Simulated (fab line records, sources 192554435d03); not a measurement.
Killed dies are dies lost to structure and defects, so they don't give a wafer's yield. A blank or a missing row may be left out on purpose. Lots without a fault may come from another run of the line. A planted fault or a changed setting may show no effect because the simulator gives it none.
Which tool did it? | flow n5_finfet | 9 lots, 26 wafers sampled, at 5 steps of a route of 1938

WHAT THE GAUGES READ, wafer by wafer
N5_BEOL_M4_RC_MEAS_101. Usual: DIBL_N 36.9 mV/V, standard deviation 1.7; DIBL_P 37.3 mV/V, standard deviation 2.3; IOFF_N 0.16 nA/um, standard deviation 0.033; IOFF_P 0.22 nA/um, standard deviation 0.04; ION_N 673 uA/um, standard deviation 12; ION_P 463 uA/um, standard deviation 8; SS_N 71.6 mV/dec, standard deviation 0.58; SS_P 73.4 mV/dec, standard deviation 0.74; VT_N 250 mV, standard deviation 3.2; VT_P -250 mV, standard deviation 3.4.
lot  | measured     | on        | DIBL_N (mV/V)  | DIBL_P (mV/V)  | IOFF_N (nA/um) | IOFF_P (nA/um) | ION_N (uA/um) | ION_P (uA/um) | SS_N (mV/dec)  | SS_P (mV/dec)  | VT_N (mV)   | VT_P (mV)      | flag
L323 | day 8 13:19  | prober-02 | 35.8 36.7 36.7 | 38.3 38.5 39.2 | 0.15 0.16 0.16 | 0.19 0.20 0.21 | 669 675 667   | 455 463 458   | 71.9 71.5 71.4 | 74.0 73.6 74.5 | 251 249 250 | -256 -255 -254 |
L332 | day 10 09:36 | prober-02 | 38.0 37.7 37.2 | 39.0 38.5 37.2 | 0.20 0.17 0.16 | 0.30 0.29 0.25 | 690 669 673   | 487 474 471   | 71.6 71.6 71.3 | 73.9 74.0 72.9 | 245 251 251 | -242 -245 -245 |
L336 | day 11 14:55 | prober-02 | 38.1 38.0 36.9 | 37.7 36.8 36.9 | 0.17 0.17 0.17 | 0.26 0.22 0.24 | 676 674 699   | 469 462 477   | 71.7 71.7 71.6 | 73.6 73.1 73.4 | 250 248 249 | -247 -252 -249 |
L337 | day 11 21:56 | prober-01 | 35.4 35.7 35.7 | 36.1 36.8 36.9 | 0.14 0.13 0.13 | 0.18 0.19 0.20 | 682 650 669   | 468 452 462   | 71.1 71.7 71.7 | 73.3 73.2 73.1 | 252 255 251 | -256 -253 -252 |
L341 | day 13 03:25 | prober-01 | 38.5 38.1      | 37.8 37.8      | 0.17 0.17      | 0.23 0.23      | 697 670       | 476 462       | 71.4 71.7      | 73.7 72.7      | 248 251     | -249 -250      |
L342 | day 13 16:40 | prober-02 | 37.1 34.8 32.6 | 37.2 35.2 31.7 | 0.18 0.14 0.10 | 0.22 0.18 0.15 | 677 677 650   | 461 458 449   | 71.6 70.7 69.9 | 74.7 72.4 72.3 | 246 252 257 | -251 -254 -259 |
L344 | day 13 19:45 | prober-02 | 38.6 39.3 37.7 | 39.3 39.4 38.0 | 0.18 0.18 0.14 | 0.24 0.23 0.21 | 673 669 661   | 459 459 453   | 71.7 72.6 72.0 | 73.9 74.4 73.8 | 252 251 255 | -252 -253 -255 |
L343 | day 13 20:19 | prober-01 | 34.2 39.0 36.4 | 36.0 41.1 37.0 | 0.12 0.20 0.14 | 0.19 0.27 0.21 | 669 677 667   | 467 465 464   | 71.6 72.0 71.3 | 72.4 73.9 73.9 | 256 246 254 | -254 -248 -248 |
L345 | day 13 23:04 | prober-02 | 36.1 38.0 37.1 | 35.9 37.9 36.7 | 0.13 0.15 0.14 | 0.19 0.22 0.20 | 649 676 662   | 447 464 456   | 71.3 71.4 70.7 | 72.5 73.6 73.4 | 254 252 252 | -250 -249 -253 |

N5_BEOL_M8_CD_MEAS_35: target cd 40 nm. Usual: cd_nm 40.2 nm, standard deviation 0.62.
lot  | measured     | on        | cd_nm (nm)     | flag
L323 | day 10 03:33 | cd_sem-02 | 40.2 40.1 39.9 |
L332 | day 11 18:03 | cd_sem-02 | 40.7 39.8 41.5 |
L336 | day 13 07:10 | cd_sem-02 | 40.7 40.6 40.2 |
L337 | day 13 11:00 | cd_sem-03 | 40.7 40.2 40.2 |
L341 | day 14 12:55 | cd_sem-03 | 40.6 40.1      |
L342 | day 15 04:37 | cd_sem-01 | 38.8 39.5 39.4 |
L344 | day 15 11:06 | cd_sem-02 | 40.4 41.5 40.0 |
L343 | day 15 04:22 | cd_sem-02 | 40.1 39.3 39.8 |
L345 | day 15 05:52 | cd_sem-02 | 39.8 41.0 39.7 |

WHICH TOOL RAN EACH LOT (tool, then ch and the chambers of the sampled wafers, then the start)
lot  | N5_BEOL_M8_ETCH_61                 | N5_BEOL_M8_ETCH_66                 | N5_BEOL_M8_VIA_ETCH_34
L323 | rie_diel-01 ch 1,2,3, day 10 01:10 | rie_diel-02 ch 1,3, day 10 03:02   | rie_diel-02 ch 1,3, day 10 03:08
L332 | rie_diel-01 ch 0,1,3, day 11 16:26 | rie_diel-02 ch 0,2,3, day 11 17:32 | rie_diel-02 ch 0,2,3, day 11 17:38
L336 | rie_diel-06 ch 1,2,3, day 13 04:37 | rie_diel-01 ch 0,1,2, day 13 06:39 | rie_diel-01 ch 0,1,2, day 13 06:45
L337 | rie_diel-02 ch 0,1,2, day 13 08:31 | rie_diel-01 ch 0,3, day 13 10:29   | rie_diel-01 ch 0,3, day 13 10:35
L341 | rie_diel-01 ch 0,3, day 14 10:08   | rie_diel-06 ch 1,2, day 14 12:27   | rie_diel-06 ch 1,2, day 14 12:32
L342 | rie_diel-01 ch 1,2,3, day 15 02:26 | rie_diel-02 ch 1,2,3, day 15 04:06 | rie_diel-02 ch 1,2,3, day 15 04:12
L344 | rie_diel-02 ch 0,1, day 15 07:30   | rie_diel-02 ch 2,3, day 15 10:36   | rie_diel-02 ch 2,3, day 15 10:42
L343 | rie_diel-06 ch 1,2, day 15 01:11   | rie_diel-01 ch 2,3, day 15 03:52   | rie_diel-01 ch 2,3, day 15 03:58
L345 | rie_diel-01 ch 0,1,3, day 15 04:23 | rie_diel-02 ch 0,1,2, day 15 05:22 | rie_diel-02 ch 0,1,2, day 15 05:28
- N5_BEOL_M8_ETCH_61: etches SiARC in CF4, target depth 45.5 nm, time 75.8 s.
- N5_BEOL_M8_ETCH_66: etches SOC in N2/H2, target depth 80 nm, overetch 16 nm, time 120 s.
- N5_BEOL_M8_VIA_ETCH_34: etches SiCOH lowk in C4F6/O2, target depth 125.5 nm, time 50.5 s.

WHAT THE TOOLS THEMSELVES READ (means of the sampled wafers that have a number; where no wafer has one, the mark that the record gives instead)
N5_BEOL_M8_ETCH_61. Usual: drypump_motor_current_A 5.9 A, standard deviation 0.36; etch_rf_on_time_s 76.0 s, standard deviation 1.5; oes_product_au 0.70 a.u., standard deviation 0.063; rf_vpp_V 184.4 V, standard deviation 1.1; showerhead_plenum_p_Torr 2.16 Torr, standard deviation 0.062; throttle_valve_pct 15.55 %, standard deviation 0.26.
lot  | tool        | drypump_motor_current_A (A) | etch_rf_on_time_s (s) | oes_product_au (a.u.) | rf_vpp_V (V) | showerhead_plenum_p_Torr (Torr) | throttle_valve_pct (%) | flag
L323 | rie_diel-01 | 5.8                         | 76.0                  | 0.71                  | 184.8        | 2.19                            | 15.60                  |
L332 | rie_diel-01 | 5.8                         | 75.2                  | 0.73                  | 185.5        | 2.20                            | 15.52                  |
L336 | rie_diel-06 | 5.9                         | 77.3                  | 0.66                  | 184.8        | 2.12                            | 15.76                  |
L337 | rie_diel-02 | 5.9                         | 75.4                  | 0.67                  | 184.3        | 2.17                            | 15.59                  |
L341 | rie_diel-01 | 5.7                         | 74.0                  | 0.69                  | 185.6        | 2.25                            | 15.67                  |
L342 | rie_diel-01 | 5.8                         | 75.5                  | 0.74                  | 184.4        | 2.17                            | 15.52                  |
L344 | rie_diel-02 | 5.8                         | 76.6                  | 0.71                  | 183.9        | 2.16                            | 15.54                  |
L343 | rie_diel-06 | 6.2                         | 76.5                  | 0.70                  | 184.0        | 2.13                            | 15.69                  |
L345 | rie_diel-01 | 5.8                         | 75.9                  | 0.69                  | 184.9        | 2.19                            | 15.59                  |

N5_BEOL_M8_ETCH_66. Usual: drypump_motor_current_A 5.9 A, standard deviation 0.33; oes_product_au 0.63 a.u., standard deviation 0.049; rf_vpp_V 524.8 V, standard deviation 1.9; showerhead_plenum_p_Torr 2.57 Torr, standard deviation 0.06; throttle_valve_pct 17.71 %, standard deviation 0.22.
lot  | tool        | drypump_motor_current_A (A) | oes_product_au (a.u.) | rf_vpp_V (V) | showerhead_plenum_p_Torr (Torr) | throttle_valve_pct (%) | flag
L323 | rie_diel-02 | 5.5                         | 0.59                  | 525.9        | 2.59                            | 17.82                  |
L332 | rie_diel-02 | 5.9                         | 0.64                  | 523.7        | 2.58                            | 17.51                  |
L336 | rie_diel-01 | 6.0                         | 0.67                  | 524.6        | 2.59                            | 17.68                  |
L337 | rie_diel-01 | 5.5                         | 0.62                  | 528.3        | 2.67                            | 17.87                  |
L341 | rie_diel-06 | 6.2                         | 0.64                  | 523.2        | 2.52                            | 17.91                  |
L342 | rie_diel-02 | 5.7                         | 0.65                  | 525.0        | 2.57                            | 17.56                  |
L344 | rie_diel-02 | 5.8                         | 0.62                  | 524.3        | 2.57                            | 17.53                  |
L343 | rie_diel-01 | 5.7                         | 0.67                  | 526.5        | 2.61                            | 17.65                  |
L345 | rie_diel-02 | 5.9                         | 0.65                  | 524.1        | 2.56                            | 17.60                  |

N5_BEOL_M8_VIA_ETCH_34. Usual: drypump_motor_current_A 5.8 A, standard deviation 0.33; oes_product_au 0.82 a.u., standard deviation 0.067; rf_vpp_V 674 V, standard deviation 13; showerhead_plenum_p_Torr 2.88 Torr, standard deviation 0.067; throttle_valve_pct 20.80 %, standard deviation 0.28.
lot  | tool        | drypump_motor_current_A (A) | oes_product_au (a.u.) | rf_vpp_V (V) | showerhead_plenum_p_Torr (Torr) | throttle_valve_pct (%) | flag
L323 | rie_diel-02 | 5.5                         | 0.76                  | 663          | 2.93                            | 21.07                  |
L332 | rie_diel-02 | 5.9                         | 0.75                  | 676          | 2.88                            | 20.55                  |
L336 | rie_diel-01 | 6.0                         | 0.88                  | 675          | 2.88                            | 20.72                  |
L337 | rie_diel-01 | 5.5                         | 0.82                  | 665          | 2.99                            | 20.97                  |
L341 | rie_diel-06 | 6.1                         | 0.83                  | 674          | 2.81                            | 20.94                  |
L342 | rie_diel-02 | 5.8                         | 0.86                  | 674          | 2.89                            | 20.73                  |
L344 | rie_diel-02 | 5.7                         | 0.80                  | 672          | 2.88                            | 20.55                  |
L343 | rie_diel-01 | 5.7                         | 0.89                  | 675          | 2.94                            | 20.87                  |
L345 | rie_diel-02 | 5.9                         | 0.85                  | 678          | 2.88                            | 20.78                  |

THE ANSWER, worked out from the rows above alone
Rule: a lot is off if the mean of its wafers that have a number lies more than 3 standard deviations from the usual mean. A lot without any number at a reading at which 4 lots or more have one is off too. The other lots that the step has rows for count as sound. The gauges are gone through in route order, then the tools' own readings, and for those a lot's mean is taken as printed above. The first step at which some lot is off is used, and at that step the reading that is off furthest; a lot without a number counts as furthest.
No lot is off at any reading shown: from this, nothing can be told.

WHAT THE SIMULATOR HAD PUT IN
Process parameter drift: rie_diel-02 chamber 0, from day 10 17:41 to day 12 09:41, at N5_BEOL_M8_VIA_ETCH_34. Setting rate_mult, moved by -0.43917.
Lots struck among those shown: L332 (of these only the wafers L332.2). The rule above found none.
